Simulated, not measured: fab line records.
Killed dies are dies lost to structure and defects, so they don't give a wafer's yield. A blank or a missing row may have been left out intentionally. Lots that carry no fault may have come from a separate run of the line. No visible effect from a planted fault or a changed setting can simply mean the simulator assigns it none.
Matching of chambers ; flow nand harc ; pecvd-03 running NHARC_P_M2_PRE_CLEAN_32: 3 sister chambers
The step time 12 s. 20 wafers are shown with their chamber, then 10 later ones without.

## WAFERS PAIRED WITH THEIR CHAMBERS
wafer;chamber;heater power w (W)
L075.1;0;599
L075.4;0;593
L075.6;1;687
L074.1;2;770
L074.2;1;753
L074.4;2;757
L080.3;2;827
L080.4;2;823
L080.6;1;774
L081.1;0;661
L081.4;0;681
L081.5;2;827
L085.2;0;594
L085.4;1;661
L085.6;2;819
L087.2;0;664
L087.5;0;676
L087.6;1;686
L086.2;1;713
L086.5;0;660

SIGNATURES (averages over the wafers above)
reading;chamber 0;chamber 1;chamber 2;scatter within a chamber
heater power w;641.00;712.33;803.83;38.2
Rule: a wafer's distance from a chamber is the root of the sum, over the readings, of the square of ((its reading less the chamber's mean) divided by the reading's scatter). If the next closest chamber is less than 2 further off than the closest, the wafer can't be placed; otherwise it belongs to the closest. How the scatter is found: for the shown wafers, subtract from each reading the mean of its chamber, square and add these, divide the total by (wafers less chambers), then take the root.

## WAFERS WITHOUT THEIR CHAMBER
wafer;heater power w (W)
L086.6;703
L089.1;779
L089.4;704
L089.5;763
L092.3;836
L092.4;833
L092.6;767
L096.3;718
L096.4;670
L096.5;690

## WHICH CHAMBER EACH WENT THROUGH
wafer;from the rows above;in truth
L086.6;can't be placed: 1 or 0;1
L089.1;can't be placed: 2 or 1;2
L089.4;can't be placed: 1 or 0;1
L089.5;can't be placed: 2 or 1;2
L092.3;2;2
L092.4;2;2
L092.6;can't be placed: 2 or 1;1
L096.3;can't be placed: 1 or 0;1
L096.4;can't be placed: 0 or 1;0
L096.5;can't be placed: 1 or 0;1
Correct placement for 2 of the 10. Not placeable from these rows: 8 (in 8, the candidates include the true chamber). Wrongly placed: 0.
